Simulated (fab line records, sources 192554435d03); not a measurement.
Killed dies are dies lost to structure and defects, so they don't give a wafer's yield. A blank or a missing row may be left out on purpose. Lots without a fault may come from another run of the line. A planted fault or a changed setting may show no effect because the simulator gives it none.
Which tool did it? | flow n5_finfet | 11 lots, 32 wafers sampled, at 4 steps of a route of 1938

WHAT THE GAUGES READ, wafer by wafer
The record holds no reading of a measuring or inspecting step that can be judged against a usual standard deviation.

WHICH TOOL RAN EACH LOT (tool, then ch and the chambers of the sampled wafers, then the start)
lot  | N5_BEOL_M1_TRENCH_ETCH_37          | N5_PASSIVATION_VIA_ETCH_13         | N5_PASSIVATION_STRIP_48            | N5_PASSIVATION_PROBE_49
L471 | rie_diel-06 ch 1,2,3, day 6 08:08  | rie_diel-06 ch 2,3, day 12 07:23   | rie_diel-05 ch 0,3, day 12 11:14   | -
L472 | rie_diel-03 ch 1,2, day 6 20:58    | rie_diel-06 ch 0,1,3, day 13 07:01 | rie_diel-01 ch 0,1,2, day 13 11:13 | -
L475 | rie_diel-06 ch 1,3, day 7 09:38    | rie_diel-04 ch 1,2,3, day 13 23:56 | rie_diel-05 ch 0,2,3, day 14 04:40 | -
L481 | rie_diel-03 ch 1,2, day 9 11:35    | rie_diel-06 ch 0,2,3, day 15 00:52 | rie_diel-01 ch 1,2, day 15 05:05   | prober-01, day 15 07:37
L483 | rie_diel-03 ch 0,2,3, day 9 13:16  | rie_diel-04 ch 0,2, day 15 19:08   | rie_diel-01 ch 0,1,3, day 15 23:43 | prober-01, day 16 02:16
L484 | rie_diel-04 ch 0,1,3, day 9 16:19  | rie_diel-03 ch 0,1, day 15 09:49   | rie_diel-01 ch 0,1, day 15 13:17   | prober-01, day 15 15:47
L485 | rie_diel-06 ch 1,2,3, day 10 01:50 | rie_diel-04 ch 1,2,3, day 16 10:39 | rie_diel-02 ch 0,1, day 16 15:27   | -
L487 | rie_diel-04 ch 1,2,3, day 10 05:23 | rie_diel-06 ch 1,2, day 16 10:31   | rie_diel-01 ch 0,1, day 16 14:58   | prober-02, day 16 17:30
L489 | rie_diel-06 ch 1,2,3, day 11 03:20 | rie_diel-03 ch 0,1,3, day 16 21:08 | rie_diel-05 ch 0,1,2, day 17 01:25 | -
L490 | rie_diel-06 ch 0,1,3, day 11 05:39 | rie_diel-06 ch 0,1,3, day 17 01:25 | rie_diel-01 ch 0,1, day 17 06:32   | prober-02, day 17 09:02
L494 | rie_diel-04 ch 0,2, day 12 08:36   | rie_diel-04 ch 0,2, day 18 08:18   | rie_diel-02 ch 1,3, day 18 12:15   | -
- N5_BEOL_M1_TRENCH_ETCH_37: etches SiOC in C4F6/O2, target depth 55.207 nm, time 29 s.
- N5_PASSIVATION_VIA_ETCH_13: etches SiO2 in CHF3/O2, target depth 660 nm, time 330 s.
- N5_PASSIVATION_STRIP_48: strips in O2.
- N5_PASSIVATION_PROBE_49

WHAT THE TOOLS THEMSELVES READ (means of the sampled wafers that have a number; where no wafer has one, the mark that the record gives instead)
N5_BEOL_M1_TRENCH_ETCH_37. Usual: drypump_motor_current_A 5.6 A, standard deviation 0.43; oes_product_au 0.79 a.u., standard deviation 0.089; rf_vpp_V 669 V, standard deviation 29; showerhead_plenum_p_Torr 2.83 Torr, standard deviation 0.082; throttle_valve_pct 20.93 %, standard deviation 0.21.
lot  | tool        | drypump_motor_current_A (A) | oes_product_au (a.u.) | rf_vpp_V (V) | showerhead_plenum_p_Torr (Torr) | throttle_valve_pct (%) | flag
L471 | rie_diel-06 | 6.0                         | 0.79                  | 682          | 2.85                            | 20.86                  |
L472 | rie_diel-03 | 5.3                         | 0.85                  | 703          | 2.96                            | 20.92                  |
L475 | rie_diel-06 | 5.9                         | 0.80                  | 703          | 2.85                            | 20.87                  |
L481 | rie_diel-03 | 5.3                         | 0.91                  | 688          | 2.88                            | 20.65                  |
L483 | rie_diel-03 | 5.6                         | 0.84                  | 683          | 2.85                            | 20.92                  |
L484 | rie_diel-04 | 5.4                         | 0.76                  | 644          | 2.81                            | 20.89                  |
L485 | rie_diel-06 | 6.0                         | 0.76                  | 682          | 2.84                            | 20.90                  |
L487 | rie_diel-04 | 5.4                         | 0.75                  | 641          | 2.77                            | 20.98                  |
L489 | rie_diel-06 | 6.0                         | 0.75                  | 682          | 2.83                            | 20.91                  |
L490 | rie_diel-06 | 5.7                         | 0.78                  | 684          | 2.82                            | 20.83                  |
L494 | rie_diel-04 | 5.8                         | 0.85                  | 643          | 2.92                            | 21.05                  |

N5_PASSIVATION_VIA_ETCH_13. Usual: drypump_motor_current_A 5.6 A, standard deviation 0.43; etch_rf_on_time_s 235 s, standard deviation 6.5; oes_product_au 0.71 a.u., standard deviation 0.081; rf_vpp_V 526 V, standard deviation 23; showerhead_plenum_p_Torr 2.41 Torr, standard deviation 0.083; throttle_valve_pct 18.97 %, standard deviation 0.17.
lot  | tool        | drypump_motor_current_A (A) | etch_rf_on_time_s (s) | oes_product_au (a.u.) | rf_vpp_V (V) | showerhead_plenum_p_Torr (Torr) | throttle_valve_pct (%) | flag
L471 | rie_diel-06 | 6.2                         | 234                   | 0.71                  | 526          | 2.43                            | 18.93                  |
L472 | rie_diel-06 | 5.7                         | 236                   | 0.69                  | 539          | 2.37                            | 18.87                  |
L475 | rie_diel-04 | 5.4                         | 237                   | 0.73                  | 508          | 2.43                            | 18.93                  |
L481 | rie_diel-06 | 5.8                         | 238                   | 0.74                  | 522          | 2.37                            | 18.78                  |
L483 | rie_diel-04 | 5.8                         | 238                   | 0.68                  | 505          | 2.43                            | 19.13                  |
L484 | rie_diel-03 | 5.3                         | 237                   | 0.70                  | 565          | 2.49                            | 19.08                  |
L485 | rie_diel-04 | 5.4                         | 238                   | 0.80                  | 507          | 2.42                            | 18.83                  |
L487 | rie_diel-06 | 5.8                         | 231                   | 0.69                  | 546          | 2.35                            | 18.98                  |
L489 | rie_diel-03 | 5.6                         | 235                   | 0.69                  | 548          | 2.46                            | 19.15                  |
L490 | rie_diel-06 | 5.7                         | 235                   | 0.67                  | 539          | 2.37                            | 18.92                  |
L494 | rie_diel-04 | 5.8                         | 232                   | 0.81                  | 506          | 2.46                            | 18.95                  |

N5_PASSIVATION_STRIP_48. Usual: drypump_motor_current_A 5.8 A, standard deviation 0.42; o2_flow_sccm 224.8 sccm, standard deviation 1; oes_product_au 0.80 a.u., standard deviation 0.1; rf_vpp_V 3.7 V, standard deviation 2.4; showerhead_plenum_p_Torr 2.10 Torr, standard deviation 0.073; throttle_valve_pct 16.75 %, standard deviation 0.29.
lot  | tool        | drypump_motor_current_A (A) | o2_flow_sccm (sccm) | oes_product_au (a.u.) | rf_vpp_V (V) | showerhead_plenum_p_Torr (Torr) | throttle_valve_pct (%) | flag
L471 | rie_diel-05 | 5.9                         | 224.9               | 0.89                  | 2.5          | 2.10                            | 16.48                  |
L472 | rie_diel-01 | 6.2                         | 225.3               | 0.85                  | 4.4          | 2.19                            | 16.80                  |
L475 | rie_diel-05 | 6.0                         | 224.7               | 0.79                  | 3.6          | 2.07                            | 16.60                  |
L481 | rie_diel-01 | 6.0                         | 224.6               | 0.74                  | 3.2          | 2.17                            | 16.98                  |
L483 | rie_diel-01 | 6.2                         | 225.4               | 0.79                  | 4.3          | 2.15                            | 16.67                  |
L484 | rie_diel-01 | 6.4                         | 225.2               | 0.84                  | 1.1          | 2.20                            | 16.65                  |
L485 | rie_diel-02 | 5.5                         | 224.8               | 0.88                  | 2.9          | 2.04                            | 16.64                  |
L487 | rie_diel-01 | 6.4                         | 224.2               | 0.84                  | 2.6          | 2.17                            | 16.50                  |
L489 | rie_diel-05 | 5.7                         | 224.5               | 0.86                  | 2.7          | 2.07                            | 16.67                  |
L490 | rie_diel-01 | 6.4                         | 225.1               | 0.83                  | 3.9          | 2.17                            | 16.49                  |
L494 | rie_diel-02 | 5.8                         | 224.8               | 0.74                  | 3.6          | 2.00                            | 16.81                  |

N5_PASSIVATION_PROBE_49. Usual: defect_limited_yield 91.7 %, standard deviation 1.4; killed_at_M0_to_M3 31, standard deviation 11; killed_at_M4_up 13, standard deviation 4.6; killed_at_contacts 13, standard deviation 6.7; killed_at_front_end 39, standard deviation 9.6; killed_at_other 3.5, standard deviation 2.8; killed_dies 98, standard deviation 16; killed_open 64, standard deviation 11; killed_short 33, standard deviation 8.5; sort_bin_5_function 4.9 %, standard deviation 0.96; sort_bin_6_memory 3.1 %, standard deviation 0.59; sort_bin_8_speed 0.2 %, standard deviation 1.3; sort_n_pass 1080, standard deviation 23; sort_yield_pct 91.5 %, standard deviation 1.9.
lot  | tool      | defect_limited_yield (%) | killed_at_M0_to_M3 | killed_at_M4_up | killed_at_contacts | killed_at_front_end | killed_at_other | killed_dies | killed_open | killed_short | sort_bin_5_function (%) | sort_bin_6_memory (%) | sort_bin_8_speed (%) | sort_n_pass | sort_yield_pct (%) | flag
L481 | prober-01 | 85.6                     | 121                | 9               | 5                  | 33                  | 2.3             | 170         | 59          | 36           | 9.3                     | 4.0                   | 0.0                  | 1010        | 85.6               | OFF
L483 | prober-01 | 86.2                     | 104                | 17              | 15                 | 25                  | 0.7             | 162         | 54          | 28           | 8.9                     | 3.4                   | 0.0                  | 1018        | 86.2               | OFF
L484 | prober-01 | 91.6                     | 34                 | 12              | 10                 | 38                  | 4.3             | 99          | 62          | 35           | 4.6                     | 3.5                   | 0.0                  | 1081        | 91.6               |
L487 | prober-02 | 91.3                     | 48                 | 5               | 8                  | 41                  | 1.0             | 103         | 60          | 42           | 4.7                     | 3.3                   | 0.1                  | 1077        | 91.3               |
L490 | prober-02 | 93.0                     | 22                 | 15              | 17                 | 26                  | 3.0             | 82          | 54          | 28           | 3.9                     | 2.9                   | 0.3                  | 1095        | 92.8               |

THE ANSWER, worked out from the rows above alone
Rule: a lot is off if the mean of its wafers that have a number lies more than 3 standard deviations from the usual mean. A lot without any number at a reading at which 4 lots or more have one is off too. The other lots that the step has rows for count as sound. The gauges are gone through in route order, then the tools' own readings, and for those a lot's mean is taken as printed above. The first step at which some lot is off is used, and at that step the reading that is off furthest; a lot without a number counts as furthest.
Off: L481, L483, at N5_PASSIVATION_PROBE_49 (killed_at_M0_to_M3). Neither off nor sound, because the step has no rows for them: L471, L472, L475, L485, L489, L494.
A tool fits if, at that step or a process step before it, it ran every lot that is off, and no sound lot after the first of them. One fits: rie_diel-03 at N5_BEOL_M1_TRENCH_ETCH_37. It ran no sound lot before its first lot that is off in this sample, so the start can't be narrowed down.
The tool's own readings at N5_BEOL_M1_TRENCH_ETCH_37 bear it out: on the lots that are off they differ by more than 5 times the standard deviation of the sound lots' means. oes_product_au reads 0.88 a.u. there against 0.76 a.u. on the sound lots.

WHAT THE SIMULATOR HAD PUT IN
Chamber particle source: rie_diel-03, from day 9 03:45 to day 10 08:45, at N5_BEOL_M1_TRENCH_ETCH_37. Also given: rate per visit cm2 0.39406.
Lots struck among those shown: L481, L483. The rule above found the same.
